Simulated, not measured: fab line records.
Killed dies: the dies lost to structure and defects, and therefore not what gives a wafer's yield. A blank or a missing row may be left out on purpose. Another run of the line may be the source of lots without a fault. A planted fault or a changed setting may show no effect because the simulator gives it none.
Matching of chambers    flow nand harc    3 sister chambers for NHARC_A_STAIRCASE_DEP_259 on pecvd-02
The step deposits SiON, target thk 30 nm. 3 wafers are shown with their chamber, then 7 later ones without.

== EACH WAFER AND ITS CHAMBER ==
wafer   chamber  heater power outer w (W)
L086.3  2        440
L086.4  0        452
L091.4  1        491

== WAFERS WHOSE CHAMBER IS MISSING ==
wafer   heater power outer w (W)
L091.5  443
L094.1  415
L094.4  425
L094.6  546
L095.1  417
L095.2  524
L095.4  494

== WHICH CHAMBER EACH ONE RAN IN ==
wafer   from the rows above           in truth
L091.5  can't be placed: 2 or 0 or 1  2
L094.1  can't be placed: 2 or 0 or 1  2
L094.4  can't be placed: 2 or 0 or 1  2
L094.6  can't be placed: 1 or 0 or 2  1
L095.1  can't be placed: 2 or 0 or 1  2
L095.2  can't be placed: 1 or 0 or 2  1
L095.4  can't be placed: 1 or 0 or 2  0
Correct placement for 0 of the 7. Unplaceable from these rows: 7, with the true chamber sitting among the candidates in 7. Number placed wrongly: 0.
How it was worked out, from the rows above alone: a wafer's distance from a chamber is the root of the sum, over the readings, of the square of ((its reading less the chamber's mean) divided by the reading's scatter). The wafer belongs to the nearest chamber; if the next one is less than 2 further off, it can't be placed. The mean given for a chamber averages the wafers shown for that chamber. The scatter (one wafer shown for each chamber): square how far every hidden wafer sits from the nearest shown wafer, average those squares and take the square root.
